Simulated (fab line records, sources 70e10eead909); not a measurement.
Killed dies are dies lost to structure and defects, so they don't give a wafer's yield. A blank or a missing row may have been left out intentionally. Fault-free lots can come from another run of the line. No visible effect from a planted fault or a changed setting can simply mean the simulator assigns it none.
fab line records | flow nand-harc
[record] lots = 12 | wafers = 36 | last-day = 33
route steps=1302 shown P_ZERO_WELL@41 P_GATE@143 END@1302
lots that met no fault: taken from a fault-free run of the same line
start-h: the number of hours between the record's first day and the start of the first shown wafer of the lot | wait-h: hours since the lot's step before | " repeats the value in the row above | L1.1+2: a row that stands for several wafers | - either no value or no given start | * or withheld: withheld | < > ~ a bound
route shown NAME@n: a module of which the file shows steps, and the number in the route of the first | usual: mean and standard deviation over wafers with no fault | same: alike in all rows | chamber/n: place in a boat | sites: each site's reading | _std_site: the values' standard deviation | _edge_site: outer sites' mean less inner sites' | radius-mm: how far each site lies from the wafer's centre | mask NAME#n: copy n | behind: the last tool/chamber to shape the wafer | hold: why the lot was held/for how many hours/how that ended | device: transistor that didn't switch, given as n, p or np | end of line: the route-end tests of the same wafers | a step with no rows: only its recipe | killed: dies lost to structure and defects at the first sort, not the wafer's yield | map: per-die view of a wafer (x killed, . not killed, _ where there is no die)
set.NAME: the setting the step ran with; set.NAME@STEP: the setting that earlier step ran with | model.NAME: the simulator's own value behind a step, which no gauge read
steps of the route over a sample of lots; a table a step, a row a wafer
services: when a tool's chamber went out of use (start-h, in hours from the record's first day, below 0 if earlier), for how many hours, and the reason
[[steps]]
[step NHARC_P_ZERO_WELL_EXPOSE_34]
[recipe] na = 0.6 | target-cd-nm = 720 | dose-mj = 22.31 | mask-id = P_PWELL
lot.wafer  | tool           | chamber | start-h | wait-h | mask
L313.1+4+6 | krf-scanner-02 | 0       | 23.96   | -      | P_PWELL#0
L316.1+2+5 | krf-scanner-02 | 0       | 54.16   | -      | P_PWELL#0
L318.1+5+6 | krf-scanner-03 | 0       | 74.82   | -      | P_PWELL#0
L319.3+4+6 | krf-scanner-01 | 0       | 83.95   | -      | P_PWELL#0
L320.2+3+6 | krf-scanner-03 | 0       | 93.95   | -      | P_PWELL#0
L323.3+4+5 | krf-scanner-02 | 0       | 123.94  | -      | P_PWELL#0
L324.2+4+6 | krf-scanner-02 | 0       | 136.19  | -      | P_PWELL#0
L327.1+3+4 | krf-scanner-01 | 0       | 163.71  | -      | P_HVPW#0
L328.1+3+4 | krf-scanner-01 | 0       | 174.05  | -      | P_PWELL#0
L331.1+2+5 | krf-scanner-02 | 0       | 203.95  | -      | P_PWELL#0
L332.1+4+6 | krf-scanner-02 | 0       | 214.13  | -      | P_PWELL#0
L336.1+3+6 | krf-scanner-03 | 0       | 253.94  | -      | P_PWELL#0
[step NHARC_P_ZERO_WELL_CD_MEAS_37]
[recipe] target-cd-nm = 720 | landing-energy-ev = 500
[usual] cd-nm = 721.1/2.2
lot.wafer | tool      | chamber | start-h | wait-h | cd-nm
L313.1    | cd-sem-01 | 0       | 24.12   | -      | 724.5
L313.4    | "         | 0       | "       | "      | 719.4
L313.6    | "         | 0       | "       | "      | 721.8
L316.1    | cd-sem-02 | 0       | 54.32   | -      | 720.0
L316.2    | "         | 0       | "       | "      | 722.1
L316.5    | "         | 0       | "       | "      | 724.6
L318.1    | cd-sem-02 | 0       | 74.97   | -      | 719.2
L318.5    | "         | 0       | "       | "      | 721.7
L318.6    | "         | 0       | "       | "      | 720.2
L319.3    | cd-sem-01 | 0       | 84.10   | -      | 718.5
L319.4    | "         | 0       | "       | "      | 720.1
L319.6    | "         | 0       | "       | "      | 722.8
L320.2    | cd-sem-03 | 0       | 94.10   | -      | 720.5
L320.3    | "         | 0       | "       | "      | 721.0
L320.6    | "         | 0       | "       | "      | 719.3
L323.3    | cd-sem-02 | 0       | 124.09  | -      | 721.4
L323.4    | "         | 0       | "       | "      | 720.1
L323.5    | "         | 0       | "       | "      | 721.5
L324.2    | cd-sem-01 | 0       | 136.34  | -      | 721.4
L324.4    | "         | 0       | "       | "      | 721.3
L324.6    | "         | 0       | "       | "      | 725.6
L327.1    | cd-sem-02 | 0       | 163.87  | -      | -
L327.3    | "         | 0       | "       | "      | -
L327.4    | "         | 0       | "       | "      | -
L328.1    | cd-sem-02 | 0       | 174.20  | -      | 726.2
L328.3    | "         | 0       | "       | "      | 725.3
L328.4    | "         | 0       | "       | "      | 723.5
L331.1    | cd-sem-01 | 0       | 204.10  | -      | 720.0
L331.2    | "         | 0       | "       | "      | 720.5
L331.5    | "         | 0       | "       | "      | 718.4
L332.1    | cd-sem-01 | 0       | 214.29  | -      | 723.1
L332.4    | "         | 0       | "       | "      | 717.6
L332.6    | "         | 0       | "       | "      | 722.0
L336.1    | cd-sem-02 | 0       | 254.10  | -      | 723.2
L336.3    | "         | 0       | "       | "      | 721.0
L336.6    | "         | 0       | "       | "      | 715.5
[step NHARC_P_GATE_INSPECT_28]
[usual] raw-defect-count = 6/3.2
lot.wafer | tool              | chamber | start-h | wait-h | raw-defect-count
L313.1    | defect-inspect-01 | -       | 107.48  | 0.0    | 3
L313.4    | "                 | -       | "       | "      | 6
L313.6    | "                 | -       | "       | "      | 8
L316.1    | defect-inspect-01 | -       | 138.37  | 0.0    | 5
L316.2    | "                 | -       | "       | "      | 7
L316.5    | "                 | -       | "       | "      | 5
L318.1    | defect-inspect-02 | -       | 152.35  | 0.0    | 11
L318.5    | "                 | -       | "       | "      | 5
L318.6    | "                 | -       | "       | "      | 5
L320.2    | defect-inspect-02 | -       | 165.47  | 0.0    | 5
L320.3    | "                 | -       | "       | "      | 4
L320.6    | "                 | -       | "       | "      | 4
L319.3    | defect-inspect-01 | -       | 166.12  | 0.0    | 3
L319.4    | "                 | -       | "       | "      | 2
L319.6    | "                 | -       | "       | "      | 6
L323.3    | defect-inspect-01 | -       | 205.96  | 0.0    | 5
L323.4    | "                 | -       | "       | "      | 8
L323.5    | "                 | -       | "       | "      | 3
L324.2    | defect-inspect-01 | -       | 212.44  | 0.0    | 6
L324.4    | "                 | -       | "       | "      | 3
L324.6    | "                 | -       | "       | "      | 3
L328.1    | defect-inspect-01 | -       | 242.35  | 0.0    | 7
L328.3    | "                 | -       | "       | "      | 3
L328.4    | "                 | -       | "       | "      | 7
L331.1    | defect-inspect-02 | -       | 289.24  | 0.0    | 7
L331.2    | "                 | -       | "       | "      | 6
L331.5    | "                 | -       | "       | "      | 4
L332.1    | defect-inspect-01 | -       | 295.18  | 0.0    | 4
L332.4    | "                 | -       | "       | "      | 8
L332.6    | "                 | -       | "       | "      | 5
L336.1    | defect-inspect-01 | -       | 323.19  | 0.0    | 5
L336.3    | "                 | -       | "       | "      | 13
L336.6    | "                 | -       | "       | "      | 7
[step NHARC_P_GATE_ETCH_114]
[recipe] target-depth-a = 300 | overetch-a = 30 | time-s = 16.5 | ion-energy-ev = 100 | cf4-flow-sccm = 80 | o2-flow-sccm = 20 | ar-flow-sccm = 0 | rf-w = 300 | bias-w = 100 | chemistry = CF4/O2
[usual] chamber-pressure-mTorr = 30.000/0.029 | drypump-motor-current-A = 5.9/0.48 | oes_ar_750_au = 1.000/0.0044 | oes-product-au = 0.999/0.013 | rf-vpp-V = 197.5/1.4 | showerhead-plenum-p-Torr = 1.32/0.058 | throttle-valve-pct = 13.397/0.01
lot.wafer | tool        | chamber | start-h | wait-h | chamber-pressure-mTorr | drypump-motor-current-A | oes_ar_750_au | oes-product-au | rf-hours-counter-h | rf-vpp-V | showerhead-plenum-p-Torr | throttle-valve-pct
L313.1    | rie-diel-05 | 0       | -       | -      | 30.017                 | 6.5                     | 0.999         | 1.010          | 2.5                | 197.7    | 1.28                     | 13.396
L313.4    | "           | 2       | "       | "      | 30.044                 | 5.7                     | 1.005         | 0.990          | 1.6                | 199.1    | 1.38                     | 13.405
L313.6    | "           | 0       | "       | "      | 29.958                 | 6.5                     | 1.007         | 1.019          | -                  | 195.6    | 1.28                     | 13.396
L316.2    | rie-diel-09 | 0       | -       | -      | 29.927                 | 5.9                     | 1.004         | 0.969          | 8.9                | 195.8    | 1.27                     | 13.387
L316.1    | "           | 1       | "       | "      | 30.023                 | 6.3                     | 0.998         | 1.030          | 9.6                | 197.9    | 1.38                     | 13.396
L316.5    | "           | 0       | "       | "      | 30.020                 | 5.9                     | 1.002         | 0.983          | -                  | 196.1    | 1.27                     | 13.405
L318.1    | rie-diel-09 | 2       | -       | -      | 29.967                 | 5.8                     | 0.999         | 0.997          | 0.1                | 195.7    | 1.27                     | 13.390
L318.6    | "           | 1       | "       | "      | 30.025                 | 6.3                     | 1.002         | 1.015          | -                  | 198.5    | 1.38                     | 13.391
L318.5    | "           | 2       | "       | "      | 29.969                 | 5.8                     | 1.000         | 1.004          | -                  | 196.9    | 1.27                     | 13.407
L320.3    | rie-diel-09 | 0       | -       | -      | 30.009                 | 5.9                     | 1.001         | 0.990          | 1.2                | 196.4    | 1.27                     | 13.399
L320.2    | "           | 1       | "       | "      | 30.025                 | 6.3                     | 0.999         | 1.009          | 1.6                | 198.9    | 1.38                     | 13.399
L320.6    | "           | 0       | "       | "      | 30.042                 | 5.9                     | 1.003         | 0.996          | -                  | 196.6    | 1.27                     | 13.398
L319.4    | rie-diel-09 | 2       | -       | -      | 30.026                 | 5.8                     | 1.001         | 0.990          | 1.8                | 195.8    | 1.27                     | 13.400
L319.3    | "           | 0       | "       | "      | 29.997                 | 5.9                     | 1.002         | 1.011          | 1.3                | 197.2    | 1.27                     | 13.399
L319.6    | "           | 1       | "       | "      | 30.001                 | 6.3                     | 1.003         | 0.997          | -                  | 199.4    | 1.38                     | 13.404
L323.3    | rie-diel-13 | 2       | -       | -      | 29.978                 | 6.3                     | 1.004         | 1.005          | -                  | 199.9    | 1.40                     | 13.400
L323.4    | "           | 3       | "       | "      | 29.995                 | 5.6                     | 0.998         | 0.996          | -                  | 196.4    | 1.29                     | 13.376
L323.5    | "           | 2       | "       | "      | 30.032                 | 6.3                     | 1.006         | 1.003          | -                  | 200.0    | 1.41                     | 13.389
L324.2    | rie-diel-05 | 2       | -       | -      | 30.035                 | 5.7                     | 1.008         | 0.996          | 9.5                | 198.6    | 1.38                     | 13.414
L324.4    | "           | 0       | "       | "      | 30.025                 | 6.5                     | 1.000         | 0.991          | 8.9                | 196.5    | 1.28                     | 13.393
L324.6    | "           | 1       | "       | "      | 30.018                 | 5.2                     | 1.004         | 1.009          | -                  | 199.8    | 1.40                     | 13.390
L328.4    | rie-diel-09 | 3       | -       | -      | 29.989                 | 6.1                     | 0.995         | 1.013          | 6.1                | 197.0    | 1.24                     | 13.388
L328.1    | "           | 1       | "       | "      | 30.033                 | 6.3                     | 0.994         | 0.995          | 6.1                | 199.5    | 1.38                     | 13.414
L328.3    | "           | 2       | "       | "      | 30.016                 | 5.8                     | 0.993         | 1.000          | 6.3                | 196.0    | 1.27                     | 13.401
L331.2    | rie-diel-13 | 2       | -       | -      | 29.962                 | 6.3                     | 1.001         | 1.011          | 7.6                | 199.5    | 1.40                     | 13.400
L331.1    | "           | 0       | "       | "      | 29.991                 | 4.8                     | 1.001         | 1.014          | 5.5                | 199.3    | 1.36                     | 13.388
L331.5    | "           | 2       | "       | "      | 30.002                 | 6.3                     | 1.004         | 0.996          | -                  | 198.0    | 1.40                     | 13.395
L332.1    | rie-diel-09 | 2       | -       | -      | 29.998                 | 5.8                     | 0.998         | 0.999          | 9.3                | 196.1    | 1.27                     | 13.406
L332.4    | "           | 1       | "       | "      | 29.976                 | 6.4                     | 0.999         | 1.008          | 9.1                | 199.0    | 1.38                     | 13.404
L332.6    | "           | 3       | "       | "      | 29.985                 | 6.1                     | 1.007         | 1.013          | -                  | 195.2    | 1.24                     | 13.406
L336.1    | rie-diel-05 | 1       | -       | -      | 30.025                 | 5.2                     | 1.003         | 0.983          | 4.0                | 198.0    | 1.40                     | 13.404
L336.3    | "           | 3       | "       | "      | 30.024                 | 6.4                     | 1.007         | 1.003          | 4.0                | 195.8    | 1.29                     | 13.410
L336.6    | "           | 0       | "       | "      | 30.009                 | 6.6                     | 0.999         | 0.991          | -                  | 196.5    | 1.28                     | 13.394
[step NHARC_P_GATE_STRIP_75]
[recipe] power-w = 1500 | temp-c = 250 | chemistry = O2
[usual] drypump-motor-current-A = 5.67/0.19 | heater-power-w = 309/24
lot.wafer | tool            | chamber | start-h | wait-h | drypump-motor-current-A | heater-power-w | rf-hours-counter-h
L313.1    | plasma-asher-01 | 1       | 120.18  | 0.2    | 5.60                    | 347            | 25
L313.4    | "               | 0       | "       | "      | 5.64                    | 277            | -
L313.6    | "               | 0       | "       | "      | 5.64                    | 269            | -
L316.2    | plasma-asher-02 | 1       | 150.91  | 0.3    | 5.98                    | 326            | 12
L316.1    | "               | 0       | "       | "      | 5.47                    | 298            | 12
L316.5    | "               | 0       | "       | "      | 5.47                    | 296            | -
L318.1    | plasma-asher-02 | 0       | 165.23  | 0.2    | 5.48                    | 302            | 15
L318.6    | "               | 0       | "       | "      | 5.49                    | 293            | -
L318.5    | "               | 1       | "       | "      | 5.92                    | 339            | -
L320.2    | plasma-asher-01 | 1       | 178.04  | 0.2    | 5.57                    | 329            | 1
L320.3    | "               | 0       | "       | "      | 5.65                    | 284            | -
L320.6    | "               | 0       | "       | "      | 5.65                    | 292            | -
L319.3    | plasma-asher-02 | 0       | 181.01  | 0.2    | 5.50                    | 293            | -
L319.4    | "               | 1       | "       | "      | 5.94                    | 332            | -
L319.6    | "               | 1       | "       | "      | 5.94                    | 328            | -
L323.3    | plasma-asher-02 | 1       | 218.97  | 0.2    | 5.94                    | 331            | -
L323.4    | "               | 0       | "       | "      | 5.48                    | 305            | -
L323.5    | "               | 0       | "       | "      | 5.49                    | 297            | -
L324.2    | plasma-asher-02 | 1       | 225.38  | 0.2    | 5.97                    | 331            | 30
L324.4    | "               | 0       | "       | "      | 5.48                    | 299            | -
L324.6    | "               | 0       | "       | "      | 5.47                    | 299            | -
L328.1    | plasma-asher-01 | 0       | 257.43  | 0.2    | 5.66                    | 275            | 21
L328.4    | "               | 1       | "       | "      | 5.59                    | 336            | -
L328.3    | "               | 0       | "       | "      | 5.65                    | 280            | -
L331.1    | plasma-asher-02 | 0       | 303.92  | 0.3    | 5.47                    | 287            | 8
L331.2    | "               | 1       | "       | "      | 5.94                    | 315            | 8
L331.5    | "               | 0       | "       | "      | 5.46                    | 285            | -
L332.1    | plasma-asher-02 | 0       | 308.02  | 0.3    | 5.48                    | 282            | 10
L332.4    | "               | 0       | "       | "      | 5.48                    | 277            | -
L332.6    | "               | 0       | "       | "      | 5.48                    | 290            | -
L336.1    | plasma-asher-01 | 0       | 335.80  | 0.2    | 5.65                    | 280            | 36
L336.3    | "               | 1       | "       | "      | 5.60                    | 338            | -
L336.6    | "               | 1       | "       | "      | 5.57                    | 337            | -
[step NHARC_END_SORT_01]
[recipe] temp-c = 25
[usual] killed-at-array = 47/18 | killed-at-other = 0.9/1.1 | killed-at-periphery = 4/3.1 | killed-dies = 52/18 | killed-open = 3.1/1.5 | killed-short = 2.4/1.5
[same] gross-dies = 677
lot.wafer | tool      | chamber | start-h | wait-h | killed-at-array | killed-at-other | killed-at-periphery | killed-dies | killed-open | killed-short
L327.1    | prober-01 | 0       | 703.83  | 2.5    | 81              | 0               | 596                 | 677         | 4           | 7
L327.3    | prober-01 | 0       | 705.41  | 3.1    | 72              | 0               | 605                 | 677         | 5           | 3
L327.4    | prober-01 | 0       | 706.20  | 3.4    | 100             | 0               | 577                 | 677         | 2           | 2
// killed by level:class
L327.1 P_ZERO_WELL:area-expose=590 A_CHANNEL_HOLE_D1:chamber-film-flake=32 A_SLIT:chamber-film-flake=20 A_CHANNEL_HOLE_D2:chamber-film-flake=11 A_STAIRCASE:chamber-film-flake=6 P_GATE:chamber-film-flake=3 A_WL_FILL:geometric-particle:short=2 A_BONDPAD:chamber-film-flake=2
L327.3 P_ZERO_WELL:area-expose=596 A_SLIT:chamber-film-flake=26 A_CHANNEL_HOLE_D1:chamber-film-flake=16 A_CHANNEL_HOLE_D2:chamber-film-flake=15 A_BONDPAD:chamber-film-flake=5 A_STAIRCASE:chamber-film-flake=3 P_STI:chamber-film-flake=2 P_CONTACT:geometric-particle:short=1
L327.4 P_ZERO_WELL:area-expose=573 A_CHANNEL_HOLE_D1:chamber-film-flake=41 A_SLIT:chamber-film-flake=24 A_CHANNEL_HOLE_D2:chamber-film-flake=14 A_CONTACT:chamber-film-flake=5 A_STAIRCASE:chamber-film-flake=4 A_ZERO_WELL:chamber-film-flake=3 A_CHANNEL_FILL_D2:chamber-film-flake=3
[[services]]
tool            | chamber | start-h | hours | kind
krf-scanner-01  | -       | 6.12    | 0.2   | repair
rie-diel-05     | 1       | 6.93    | 6.7   | repair
krf-scanner-03  | -       | 7.50    | 2.1   | repair
rie-diel-05     | 3       | 27.92   | 13.2  | repair
rie-diel-05     | 1       | 28.85   | 5.5   | repair
krf-scanner-03  | -       | 52.00   | 4.0   | pm
rie-diel-05     | -       | 52.60   | 9.0   | pm
krf-scanner-02  | -       | 66.33   | 0.8   | repair
plasma-asher-02 | -       | 72.00   | 9.0   | pm
krf-scanner-02  | -       | 93.51   | 0.5   | repair
krf-scanner-02  | -       | 94.03   | 4.0   | pm
rie-diel-09     | -       | 143.10  | 9.0   | pm
plasma-asher-01 | -       | 162.72  | 1.8   | repair
plasma-asher-01 | -       | 165.77  | 9.0   | pm
krf-scanner-02  | -       | 180.19  | 1.5   | repair
plasma-asher-02 | -       | 210.15  | 3.4   | repair
krf-scanner-02  | -       | 223.04  | 0.8   | repair
krf-scanner-02  | -       | 231.48  | 0.8   | repair
krf-scanner-02  | -       | 232.99  | 1.8   | repair
plasma-asher-02 | -       | 249.00  | 9.0   | pm
plasma-asher-01 | -       | 257.80  | 1.0   | repair
krf-scanner-02  | -       | 266.03  | 4.0   | pm
rie-diel-09     | -       | 320.10  | 9.0   | pm
rie-diel-09     | -       | 334.83  | 0.2   | repair
[[key]]
[first-sign] step = NHARC_P_ZERO_WELL_EXPOSE_34 | reading = mask | direction = changed
[effect] step = NHARC_P_ZERO_WELL_CD_MEAS_37 | reading = cd-nm | direction = missing
[effect] step = NHARC_END_SORT_01 | reading = killed-at-periphery | direction = up | sigmas = 99+ | usual = 4 | struck = 593
[more-kills-born-at] NHARC_P_ZERO_WELL_EXPOSE_34@krf-scanner-01 = 1759
met-at NHARC_P_ZERO_WELL_EXPOSE_34
struck-lots L327
later-rows-left-out L327.1,L327.3,L327.4
tester-left-out L327
not-acting-at NHARC_P_GATE_INSPECT_28,NHARC_P_GATE_ETCH_114,NHARC_P_GATE_STRIP_75
onset-between 83.95 163.71
[fault] kind = wrong-mask | tool = any | chamber = - | onset-h = 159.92 | steps = NHARC_P_ZERO_WELL_EXPOSE_34 | aux-copy = P_HVPW#0 | scope = struck-lots-only
// tester-left-out: of these lots the tester's yield and bins aren't shown, on N5 and GAA mostly nor the transistor test; their killed dies are dies lost to structure and defects alone, not to doping, threshold or leakage, so they don't give the yield
// later-rows-left-out: the simulator's readings of these wafers behind a module that went badly wrong aren't trusted and aren't shown, but for the sort
